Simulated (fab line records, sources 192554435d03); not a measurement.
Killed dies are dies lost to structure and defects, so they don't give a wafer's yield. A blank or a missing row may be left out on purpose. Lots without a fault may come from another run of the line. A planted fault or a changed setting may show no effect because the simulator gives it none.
Which tool did it? | flow n5_finfet | 19 lots, 57 wafers sampled, at 6 steps of a route of 1938

WHAT THE GAUGES READ, wafer by wafer
The record holds no reading of a measuring or inspecting step that can be judged against a usual standard deviation.

WHICH TOOL RAN EACH LOT (tool, then ch and the chambers of the sampled wafers, then the start)
lot  | N5_GATE_CUT_ETCH_37                | N5_GATE_CUT_STRIP_21                 | N5_MOL_CONTACT_COAG_ETCH_15       | N5_MOL_CONTACT_COAG_CMP_23    | N5_MOL_CONTACT_COAG_ETCHBACK_135   | N5_MOL_CONTACT_COAG_ETCH_65
L075 | rie_diel-06 ch 0,3, day 4 19:47    | plasma_asher-01 ch 0,1, day 4 20:24  | rie_diel-03 ch 2,3, day 5 04:04   | cmp-04 ch 0,2,3, day 5 08:29  | rie_diel-03 ch 0,1, day 5 13:58    | rie_diel-03 ch 0,1, day 5 15:16
L074 | rie_diel-02 ch 0,2,3, day 4 23:52  | plasma_asher-01 ch 0,1, day 5 00:28  | rie_diel-05 ch 0,2,3, day 5 08:28 | cmp-04 ch 0,2,3, day 5 13:59  | rie_diel-03 ch 0,1, day 5 18:58    | rie_diel-05 ch 2,3, day 5 19:55
L077 | rie_diel-02 ch 2,3, day 5 14:26    | plasma_asher-02 ch 0,1, day 5 15:04  | rie_diel-04 ch 0,3, day 5 18:22   | cmp-04 ch 2,3, day 6 00:04    | rie_diel-03 ch 0,1,2, day 6 04:14  | rie_diel-05 ch 0,2,3, day 6 05:12
L079 | rie_diel-02 ch 0,2, day 5 22:56    | plasma_asher-02 ch 0,1, day 5 23:32  | rie_diel-04 ch 1,2, day 6 02:55   | cmp-04 ch 0,1,3, day 6 09:06  | rie_diel-05 ch 1,2,3, day 6 13:58  | rie_diel-05 ch 0,1,3, day 6 15:02
L081 | rie_diel-06 ch 0,1,2, day 6 13:20  | plasma_asher-01 ch 0,1, day 6 13:56  | rie_diel-03 ch 0,2,3, day 6 17:23 | cmp-04 ch 1,2,3, day 6 22:16  | rie_diel-04 ch 0,1,2, day 7 02:19  | rie_diel-05 ch 0,2,3, day 7 03:21
L082 | rie_diel-06 ch 0,1,2, day 6 17:25  | plasma_asher-02 ch 0,1, day 6 18:01  | rie_diel-04 ch 1,2,3, day 6 21:25 | cmp-04 ch 0,1,2, day 7 01:55  | rie_diel-03 ch 0,1,3, day 7 06:25  | rie_diel-05 ch 1,2,3, day 7 07:15
L083 | rie_diel-06 ch 0,1, day 7 02:09    | plasma_asher-01 ch 0,1, day 7 02:45  | rie_diel-04 ch 1,2, day 7 06:14   | cmp-04 ch 0,2,3, day 7 12:27  | rie_diel-04 ch 0,1,3, day 7 16:42  | rie_diel-05 ch 1,2,3, day 7 17:39
L087 | rie_diel-06 ch 0,3, day 7 22:37    | plasma_asher-01 ch 0,1, day 7 23:14  | rie_diel-05 ch 1,2,3, day 8 03:13 | cmp-01 ch 0,2,3, day 8 09:53  | rie_diel-03 ch 1,2,3, day 8 15:37  | rie_diel-03 ch 1,2, day 8 16:48
L085 | rie_diel-06 ch 0,1,2, day 8 01:29  | plasma_asher-01 ch 0,1, day 8 02:05  | rie_diel-03 ch 0,2,3, day 8 07:07 | cmp-04 ch 0,1,2, day 8 13:43  | rie_diel-03 ch 1,3, day 8 20:14    | rie_diel-05 ch 0,1,2, day 8 21:13
L086 | rie_diel-02 ch 0,3, day 8 04:50    | plasma_asher-01 ch 0,1, day 8 05:26  | rie_diel-03 ch 0,3, day 8 08:45   | cmp-04 ch 1,3, day 8 14:01    | rie_diel-05 ch 0,2, day 8 20:56    | rie_diel-05 ch 2,3, day 8 21:47
L088 | rie_diel-06 ch 0,1, day 8 13:53    | plasma_asher-02 ch 0,1, day 8 14:30  | rie_diel-05 ch 2,3, day 8 18:59   | cmp-02 ch 2,3, day 9 04:39    | rie_diel-05 ch 2,3, day 9 11:55    | rie_diel-03 ch 1,3, day 9 13:01
L089 | rie_diel-01 ch 0,3, day 8 17:35    | plasma_asher-01 ch 0,1, day 8 18:13  | rie_diel-04 ch 2,3, day 8 22:50   | cmp-01 ch 0,1,2, day 9 04:31  | rie_diel-05 ch 0,1,3, day 9 13:28  | rie_diel-04 ch 1,3, day 9 14:19
L091 | rie_diel-02 ch 0,2, day 8 22:35    | plasma_asher-02 ch 0,1, day 8 23:17  | rie_diel-03 ch 1,3, day 9 02:35   | cmp-04 ch 0,2, day 9 08:39    | rie_diel-03 ch 1,3, day 9 17:37    | rie_diel-04 ch 0,1,3, day 9 18:28
L090 | rie_diel-02 ch 0,1,3, day 9 00:43  | plasma_asher-02 ch 0, day 9 01:19    | rie_diel-05 ch 0,1,3, day 9 04:46 | cmp-02 ch 1,2,3, day 9 09:16  | rie_diel-05 ch 0,1,2, day 9 18:08  | rie_diel-03 ch 1,2,3, day 9 19:06
L092 | rie_diel-02 ch 1,3, day 9 04:16    | plasma_asher-02 ch 0,1, day 9 04:52  | rie_diel-04 ch 0,1,2, day 9 12:47 | cmp-02 ch 0,3, day 9 18:46    | rie_diel-04 ch 2,3, day 9 23:26    | rie_diel-03 ch 0,1,2, day 10 00:23
L093 | rie_diel-01 ch 0,1,3, day 9 06:10  | plasma_asher-02 ch 0,1, day 9 06:46  | rie_diel-03 ch 1,2, day 9 12:50   | cmp-01 ch 0,1,3, day 9 20:39  | rie_diel-03 ch 0,1,2, day 10 01:33 | rie_diel-05 ch 0,1,2, day 10 02:28
L094 | rie_diel-06 ch 0,3, day 9 17:01    | plasma_asher-01 ch 0,1, day 9 17:37  | rie_diel-03 ch 1,2,3, day 9 21:07 | cmp-01 ch 1,3, day 10 02:03   | rie_diel-04 ch 2,3, day 10 06:41   | rie_diel-04 ch 1,2, day 10 07:34
L096 | rie_diel-02 ch 0,2,3, day 10 00:40 | plasma_asher-02 ch 0,1, day 10 01:17 | rie_diel-03 ch 0,3, day 10 05:10  | cmp-02 ch 0,3, day 10 10:17   | rie_diel-04 ch 0,1,2, day 10 16:10 | rie_diel-05 ch 2,3, day 10 17:10
L097 | rie_diel-06 ch 0,1,2, day 10 10:34 | plasma_asher-01 ch 0,1, day 10 11:10 | rie_diel-04 ch 1,2, day 10 14:44  | cmp-02 ch 0,1,3, day 10 20:20 | rie_diel-04 ch 0,1, day 11 00:29   | rie_diel-05 ch 0,2, day 11 01:22
- N5_GATE_CUT_ETCH_37: etches SOC in N2/H2, target depth 60 nm, overetch 12 nm, time 90 s.
- N5_GATE_CUT_STRIP_21: strips in N2/H2, time 30 s.
- N5_MOL_CONTACT_COAG_ETCH_15: etches SiNx in CH3F/O2, stops on Si:P, target depth 7 nm.
- N5_MOL_CONTACT_COAG_CMP_23: polishes, stops on SiO2, t overpolish 1.5 s, target thk 0 nm.
- N5_MOL_CONTACT_COAG_ETCHBACK_135: etches SiO2 in CHF3, target depth 25 nm, time 16.7 s.
- N5_MOL_CONTACT_COAG_ETCH_65: etches underlayer in N2/H2, target depth 13 nm, time 10.4 s.

WHAT THE TOOLS THEMSELVES READ (means of the sampled wafers that have a number; where no wafer has one, the mark that the record gives instead)
N5_GATE_CUT_ETCH_37. Usual: drypump_motor_current_A 5.5 A, standard deviation 0.37; oes_product_au 0.68 a.u., standard deviation 0.067; rf_fwd_power_W 834 W, standard deviation 3.1; rf_vpp_V 524.3 V, standard deviation 2.2; showerhead_plenum_p_Torr 2.55 Torr, standard deviation 0.076; throttle_valve_pct 17.88 %, standard deviation 0.28.
lot  | tool        | drypump_motor_current_A (A) | oes_product_au (a.u.) | rf_fwd_power_W (W) | rf_vpp_V (V) | showerhead_plenum_p_Torr (Torr) | throttle_valve_pct (%) | flag
L075 | rie_diel-06 | 5.0                         | 0.65                  | 833                | 522.9        | 2.49                            | 18.01                  |
L074 | rie_diel-02 | 5.8                         | 0.71                  | 834                | 524.8        | 2.56                            | 17.72                  |
L077 | rie_diel-02 | 5.7                         | 0.65                  | 833                | 525.3        | 2.54                            | 17.97                  |
L079 | rie_diel-02 | 5.7                         | 0.70                  | 832                | 525.7        | 2.58                            | 17.55                  |
L081 | rie_diel-06 | 5.4                         | 0.70                  | 835                | 526.5        | 2.63                            | 17.90                  |
L082 | rie_diel-06 | 5.4                         | 0.70                  | 832                | 526.4        | 2.63                            | 17.90                  |
L083 | rie_diel-06 | 5.8                         | 0.64                  | 832                | 526.3        | 2.65                            | 18.08                  |
L087 | rie_diel-06 | 5.0                         | 0.64                  | 836                | 522.7        | 2.48                            | 18.06                  |
L085 | rie_diel-06 | 5.4                         | 0.69                  | 832                | 525.3        | 2.62                            | 17.92                  |
L086 | rie_diel-02 | 5.8                         | 0.74                  | 835                | 525.0        | 2.54                            | 17.68                  |
L088 | rie_diel-06 | 5.5                         | 0.65                  | 830                | 526.4        | 2.65                            | 17.98                  |
L089 | rie_diel-01 | 5.2                         | 0.68                  | 836                | 522.9        | 2.53                            | 17.98                  |
L091 | rie_diel-02 | 5.8                         | 0.73                  | 836                | 525.4        | 2.57                            | 17.52                  |
L090 | rie_diel-02 | 5.8                         | 0.69                  | 832                | 523.5        | 2.53                            | 17.77                  |
L092 | rie_diel-02 | 5.8                         | 0.63                  | 834                | 522.5        | 2.50                            | 18.01                  |
L093 | rie_diel-01 | 5.3                         | 0.69                  | 837                | 525.6        | 2.57                            | 17.93                  |
L094 | rie_diel-06 | 5.0                         | 0.63                  | 832                | 521.9        | 2.48                            | 18.07                  |
L096 | rie_diel-02 | 5.7                         | 0.76                  | 836                | 523.8        | 2.55                            | 17.63                  |
L097 | rie_diel-06 | 5.4                         | 0.68                  | 836                | 525.9        | 2.62                            | 17.94                  |

N5_GATE_CUT_STRIP_21. Usual: drypump_motor_current_A 5.9 A, standard deviation 0.43; heater_power_w 328 W, standard deviation 23.
lot  | tool            | drypump_motor_current_A (A) | heater_power_w (W) | flag
L075 | plasma_asher-01 | 6.0                         | 312                |
L074 | plasma_asher-01 | 5.7                         | 309                |
L077 | plasma_asher-02 | 6.2                         | 351                |
L079 | plasma_asher-02 | 6.2                         | 352                |
L081 | plasma_asher-01 | 5.9                         | 309                |
L082 | plasma_asher-02 | 5.9                         | 353                |
L083 | plasma_asher-01 | 5.9                         | 308                |
L087 | plasma_asher-01 | 5.7                         | 305                |
L085 | plasma_asher-01 | 5.6                         | 306                |
L086 | plasma_asher-01 | 5.7                         | 311                |
L088 | plasma_asher-02 | 5.9                         | 357                |
L089 | plasma_asher-01 | 6.0                         | 317                |
L091 | plasma_asher-02 | 6.2                         | 353                |
L090 | plasma_asher-02 | 6.4                         | 345                |
L092 | plasma_asher-02 | 6.0                         | 358                |
L093 | plasma_asher-02 | 6.0                         | 361                |
L094 | plasma_asher-01 | 5.6                         | 310                |
L096 | plasma_asher-02 | 5.9                         | 357                |
L097 | plasma_asher-01 | 5.7                         | 307                |

N5_MOL_CONTACT_COAG_ETCH_15. Usual: drypump_motor_current_A 5.6 A, standard deviation 0.43; oes_ar_750_au 0.80 a.u., standard deviation 0.091; oes_product_au 0.59 a.u., standard deviation 0.065; rf_fwd_power_W 391.9 W, standard deviation 1.6; rf_vpp_V 298 V, standard deviation 7.5; showerhead_plenum_p_Torr 2.00 Torr, standard deviation 0.048; throttle_valve_pct 16.39 %, standard deviation 0.16.
lot  | tool        | drypump_motor_current_A (A) | oes_ar_750_au (a.u.) | oes_product_au (a.u.) | rf_fwd_power_W (W) | rf_vpp_V (V) | showerhead_plenum_p_Torr (Torr) | throttle_valve_pct (%) | flag
L075 | rie_diel-03 | 5.4                         | 0.70                 | 0.50                  | 391.3              | 302          | 2.05                            | 16.62                  |
L074 | rie_diel-05 | 5.7                         | 0.75                 | 0.55                  | 391.5              | 292          | 1.97                            | 16.38                  |
L077 | rie_diel-04 | 5.8                         | 0.77                 | 0.56                  | 393.2              | 304          | 2.05                            | 16.30                  |
L079 | rie_diel-04 | 5.4                         | 0.92                 | 0.68                  | 392.6              | 296          | 1.96                            | 16.32                  |
L081 | rie_diel-03 | 5.5                         | 0.78                 | 0.57                  | 391.5              | 297          | 2.02                            | 16.43                  |
L082 | rie_diel-04 | 5.7                         | 0.84                 | 0.61                  | 393.5              | 300          | 1.99                            | 16.38                  |
L083 | rie_diel-04 | 5.4                         | 0.89                 | 0.65                  | 390.8              | 299          | 1.96                            | 16.41                  |
L087 | rie_diel-05 | 5.5                         | 0.80                 | 0.59                  | 392.4              | 291          | 2.02                            | 16.45                  |
L085 | rie_diel-03 | 5.6                         | 0.76                 | 0.56                  | 390.5              | 297          | 2.02                            | 16.46                  |
L086 | rie_diel-03 | 5.6                         | 0.83                 | 0.60                  | 389.8              | 296          | 2.02                            | 16.36                  |
L088 | rie_diel-05 | 5.5                         | 0.74                 | 0.54                  | 393.0              | 294          | 2.00                            | 16.40                  |
L089 | rie_diel-04 | 5.8                         | 0.83                 | 0.61                  | 392.6              | 297          | 1.98                            | 16.34                  |
L091 | rie_diel-03 | 5.7                         | 0.86                 | 0.63                  | 391.9              | 304          | 2.03                            | 16.27                  |
L090 | rie_diel-05 | 5.7                         | 0.77                 | 0.57                  | 392.0              | 289          | 1.98                            | 16.49                  |
L092 | rie_diel-04 | 5.2                         | 0.86                 | 0.62                  | 392.0              | 300          | 1.98                            | 16.35                  |
L093 | rie_diel-03 | 5.7                         | 0.72                 | 0.53                  | 393.6              | 306          | 2.02                            | 16.50                  |
L094 | rie_diel-03 | 5.7                         | 0.79                 | 0.58                  | 391.1              | 305          | 2.03                            | 16.40                  |
L096 | rie_diel-03 | 5.5                         | 0.91                 | 0.66                  | 391.5              | 296          | 2.02                            | 16.23                  |
L097 | rie_diel-04 | 5.4                         | 0.85                 | 0.62                  | 391.9              | 300          | 1.95                            | 16.46                  |

N5_MOL_CONTACT_COAG_CMP_23. Usual: motor_current_A 8.3 A, standard deviation 0.67; overpolish_run_s 1.501 s, standard deviation 0.0086; retaining_ring_pressure_frac 1.000, standard deviation 0.0053; time_to_endpoint_s 10.3 s, standard deviation 3.
lot  | tool   | motor_current_A (A) | overpolish_run_s (s) | retaining_ring_pressure_frac | time_to_endpoint_s (s) | flag
L075 | cmp-04 | 8.0                 | 1.501                | 1.004                        | 10.5                   |
L074 | cmp-04 | 8.4                 | 1.496                | 1.003                        | 7.9                    |
L077 | cmp-04 | 8.2                 | 1.498                | 1.002                        | 9.2                    |
L079 | cmp-04 | 8.4                 | 1.498                | 0.993                        | 12.3                   |
L081 | cmp-04 | 8.3                 | 1.504                | 0.999                        | 12.7                   |
L082 | cmp-04 | 8.3                 | 1.512                | 0.999                        | 10.2                   |
L083 | cmp-04 | 8.4                 | 1.501                | 1.000                        | 12.5                   |
L087 | cmp-01 | 8.2                 | 1.508                | 1.001                        | 8.6                    |
L085 | cmp-04 | 8.3                 | 1.503                | 0.996                        | 11.8                   |
L086 | cmp-04 | 8.4                 | 1.498                | 1.000                        | 13.5                   |
L088 | cmp-02 | 8.1                 | 1.502                | 1.006                        | 10.5                   |
L089 | cmp-01 | 8.5                 | 1.499                | 1.002                        | 10.0                   |
L091 | cmp-04 | 8.1                 | 1.499                | 0.995                        | 11.4                   |
L090 | cmp-02 | 7.7                 | 1.510                | 1.001                        | 11.5                   |
L092 | cmp-02 | 7.9                 | 1.502                | 1.000                        | 7.0                    |
L093 | cmp-01 | 9.2                 | 1.507                | 0.999                        | 9.2                    |
L094 | cmp-01 | 9.3                 | 1.496                | 1.003                        | 9.2                    |
L096 | cmp-02 | 8.0                 | 1.500                | 0.993                        | 8.9                    |
L097 | cmp-02 | 7.7                 | 1.506                | 0.998                        | 8.2                    |

N5_MOL_CONTACT_COAG_ETCHBACK_135. Usual: drypump_motor_current_A 5.6 A, standard deviation 0.43; oes_ar_750_au 0.80 a.u., standard deviation 0.09; oes_product_au 0.80 a.u., standard deviation 0.098; rf_fwd_power_W 599 W, standard deviation 3.5; rf_vpp_V 525 V, standard deviation 15; showerhead_plenum_p_Torr 2.38 Torr, standard deviation 0.051; throttle_valve_pct 18.78 %, standard deviation 0.14.
lot  | tool        | drypump_motor_current_A (A) | oes_ar_750_au (a.u.) | oes_product_au (a.u.) | rf_fwd_power_W (W) | rf_vpp_V (V) | showerhead_plenum_p_Torr (Torr) | throttle_valve_pct (%) | flag
L075 | rie_diel-03 | 6.0                         | 0.74                 | 0.73                  | 597                | 520          | 2.38                            | 18.82                  |
L074 | rie_diel-03 | 6.0                         | 0.74                 | 0.73                  | 598                | 519          | 2.38                            | 18.80                  |
L077 | rie_diel-03 | 5.8                         | 0.75                 | 0.74                  | 597                | 529          | 2.40                            | 18.78                  |
L079 | rie_diel-05 | 5.5                         | 0.83                 | 0.82                  | 600                | 512          | 2.40                            | 18.83                  |
L081 | rie_diel-04 | 5.2                         | 0.89                 | 0.89                  | 600                | 528          | 2.35                            | 18.70                  |
L082 | rie_diel-03 | 5.8                         | 0.81                 | 0.82                  | 598                | 529          | 2.40                            | 18.77                  |
L083 | rie_diel-04 | 5.4                         | 0.82                 | 0.81                  | 600                | 534          | 2.40                            | 18.74                  |
L087 | rie_diel-03 | 5.7                         | 0.81                 | 0.81                  | 598                | 537          | 2.42                            | 18.76                  |
L085 | rie_diel-03 | 5.7                         | 0.87                 | 0.88                  | 595                | 537          | 2.43                            | 18.71                  |
L086 | rie_diel-05 | 5.5                         | 0.74                 | 0.73                  | 601                | 513          | 2.34                            | 18.67                  |
L088 | rie_diel-05 | 5.7                         | 0.72                 | 0.72                  | 603                | 516          | 2.37                            | 18.92                  |
L089 | rie_diel-05 | 5.7                         | 0.77                 | 0.77                  | 599                | 509          | 2.36                            | 18.91                  |
L091 | rie_diel-03 | 6.0                         | 0.82                 | 0.84                  | 600                | 542          | 2.40                            | 18.72                  |
L090 | rie_diel-05 | 5.5                         | 0.78                 | 0.78                  | 599                | 509          | 2.36                            | 18.75                  |
L092 | rie_diel-04 | 5.8                         | 0.82                 | 0.82                  | 603                | 524          | 2.35                            | 18.74                  |
L093 | rie_diel-03 | 5.9                         | 0.82                 | 0.81                  | 599                | 528          | 2.38                            | 18.71                  |
L094 | rie_diel-04 | 5.7                         | 0.82                 | 0.82                  | 603                | 524          | 2.34                            | 18.74                  |
L096 | rie_diel-04 | 5.2                         | 0.85                 | 0.84                  | 599                | 527          | 2.34                            | 18.77                  |
L097 | rie_diel-04 | 5.1                         | 0.82                 | 0.82                  | 597                | 532          | 2.35                            | 18.84                  |

N5_MOL_CONTACT_COAG_ETCH_65. Usual: drypump_motor_current_A 5.6 A, standard deviation 0.4; etch_rf_on_time_s 10.6 s, standard deviation 0.38; oes_product_au 0.67 a.u., standard deviation 0.079; rf_fwd_power_W 819.3 W, standard deviation 2.6; rf_vpp_V 523.9 V, standard deviation 2.1; showerhead_plenum_p_Torr 2.55 Torr, standard deviation 0.065; throttle_valve_pct 17.99 %, standard deviation 0.18.
lot  | tool        | drypump_motor_current_A (A) | etch_rf_on_time_s (s) | oes_product_au (a.u.) | rf_fwd_power_W (W) | rf_vpp_V (V) | showerhead_plenum_p_Torr (Torr) | throttle_valve_pct (%) | flag
L075 | rie_diel-03 | 6.0                         | 10.9                  | 0.62                  | 818.8              | 523.3        | 2.53                            | 17.92                  |
L074 | rie_diel-05 | 5.7                         | 10.8                  | 0.63                  | 817.6              | 523.7        | 2.55                            | 18.04                  |
L077 | rie_diel-05 | 5.7                         | 10.8                  | 0.63                  | 819.7              | 522.3        | 2.51                            | 17.97                  |
L079 | rie_diel-05 | 5.7                         | 10.6                  | 0.69                  | 823.4              | 523.8        | 2.53                            | 18.01                  |
L081 | rie_diel-05 | 5.7                         | 10.8                  | 0.63                  | 820.4              | 523.2        | 2.51                            | 17.99                  |
L082 | rie_diel-05 | 5.5                         | 10.6                  | 0.69                  | 820.0              | 524.6        | 2.58                            | 18.09                  |
L083 | rie_diel-05 | 5.5                         | 10.7                  | 0.68                  | 819.1              | 524.5        | 2.58                            | 18.10                  |
L087 | rie_diel-03 | 5.7                         | 10.6                  | 0.62                  | 818.3              | 526.1        | 2.59                            | 17.99                  |
L085 | rie_diel-05 | 5.5                         | 10.7                  | 0.67                  | 818.6              | 523.4        | 2.54                            | 18.04                  |
L086 | rie_diel-05 | 5.5                         | 11.0                  | 0.62                  | 816.9              | 524.2        | 2.55                            | 18.08                  |
L088 | rie_diel-03 | 5.8                         | 10.1                  | 0.75                  | 818.1              | 525.7        | 2.59                            | 17.96                  |
L089 | rie_diel-04 | 5.9                         | 10.2                  | 0.64                  | 819.7              | 524.2        | 2.58                            | 18.15                  |
L091 | rie_diel-04 | 5.5                         | 10.3                  | 0.67                  | 822.3              | 525.3        | 2.55                            | 17.93                  |
L090 | rie_diel-03 | 5.7                         | 10.2                  | 0.68                  | 821.5              | 525.9        | 2.59                            | 17.99                  |
L092 | rie_diel-03 | 5.8                         | 10.7                  | 0.69                  | 818.7              | 524.8        | 2.56                            | 17.84                  |
L093 | rie_diel-05 | 5.5                         | 10.6                  | 0.66                  | 818.0              | 523.0        | 2.54                            | 18.07                  |
L094 | rie_diel-04 | 5.4                         | 10.2                  | 0.73                  | 818.2              | 520.7        | 2.50                            | 18.15                  |
L096 | rie_diel-05 | 5.5                         | 11.0                  | 0.61                  | 820.6              | 524.7        | 2.55                            | 18.10                  |
L097 | rie_diel-05 | 5.7                         | 10.8                  | 0.60                  | 821.7              | 521.1        | 2.47                            | 17.97                  |

THE ANSWER, worked out from the rows above alone
Rule: a lot is off if the mean of its wafers that have a number lies more than 3 standard deviations from the usual mean. A lot without any number at a reading at which 4 lots or more have one is off too. The other lots that the step has rows for count as sound. The gauges are gone through in route order, then the tools' own readings, and for those a lot's mean is taken as printed above. The first step at which some lot is off is used, and at that step the reading that is off furthest; a lot without a number counts as furthest.
No lot is off at any reading shown: from this, nothing can be told.

WHAT THE SIMULATOR HAD PUT IN
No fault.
